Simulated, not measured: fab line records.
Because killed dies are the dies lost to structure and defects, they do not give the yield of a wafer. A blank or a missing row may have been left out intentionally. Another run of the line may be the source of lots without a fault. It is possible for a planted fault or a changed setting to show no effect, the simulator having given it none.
Chamber matching ; flow nand_harc ; NHARC_A_CHANNEL_FILL_D2_STRIP_28 on rie_diel-05 has 4 sister chambers
The step strips in O2, time 20 s. 22 wafers are shown with their chamber, then 11 later ones without.

WAFERS WITH THEIR CHAMBER
wafer;chamber;showerhead_plenum_p_Torr (Torr);oes_product_au (a.u.);throttle_valve_pct (%)
L075.2;2;3.76;1.008;17.037
L075.3;0;3.37;1.001;17.012
L075.5;0;3.37;1.005;17.052
L076.1;2;3.76;0.991;17.037
L076.2;3;3.78;1.009;17.030
L076.4;0;3.37;1.008;17.046
L080.3;2;3.76;0.989;17.044
L080.4;3;3.78;0.997;17.046
L080.6;3;3.78;0.996;17.037
L085.2;2;3.76;1.003;17.046
L085.3;0;3.36;0.996;17.033
L085.5;0;3.36;1.007;17.029
L088.3;3;3.78;0.991;17.023
L088.4;1;3.57;1.017;17.030
L088.6;0;3.36;0.998;17.031
L090.1;3;3.78;1.007;17.040
L090.2;2;3.76;1.013;17.027
L090.6;2;3.76;1.011;17.045
L091.2;3;3.78;1.000;17.043
L091.3;1;3.57;1.024;17.027
L091.6;1;3.57;1.026;17.041
L093.2;3;3.78;1.001;17.029

SIGNATURES, as means of the wafers listed above
reading;chamber 0;chamber 1;chamber 2;chamber 3;scatter within a chamber
showerhead_plenum_p_Torr;3.3650;3.5700;3.7600;3.7800;0.00289
oes_product_au;1.00250;1.02233;1.00250;1.00014;0.00719
throttle_valve_pct;17.03383;17.03267;17.03933;17.03543;0.00993
Rule: distance of a wafer from a chamber = root of the sum over the readings of ((wafer's reading minus chamber's mean) / reading's scatter) squared. If the next closest chamber is less than 2 further off than the closest, the wafer can't be placed; otherwise it belongs to the closest. The scatter is the square root of a quotient: the sum, over the shown wafers, of each reading's squared deviation from its chamber's mean, divided by wafers minus chambers.

WAFERS WITHOUT THEIR CHAMBER
wafer;showerhead_plenum_p_Torr (Torr);oes_product_au (a.u.);throttle_valve_pct (%)
L093.3;3.57;1.018;17.034
L093.4;3.36;1.014;17.019
L096.1;3.78;1.004;17.031
L096.3;3.57;1.029;17.041
L096.4;3.76;1.010;17.035
L097.1;3.36;1.005;17.052
L097.3;3.57;1.013;17.034
L097.4;3.78;1.008;17.055
L097.2;3.76;0.997;17.030
L097.5;3.36;0.995;17.048
L097.6;3.78;0.999;17.030

WHICH CHAMBER EACH WENT THROUGH
wafer;from the rows above;in truth
L093.3;1;1
L093.4;0;0
L096.1;3;3
L096.3;1;1
L096.4;2;2
L097.1;0;0
L097.3;1;1
L097.4;3;3
L097.2;2;2
L097.5;0;0
L097.6;3;3
Correct placement for 11 of the 11. From these rows, 0 cannot be placed. 0 placed wrongly.
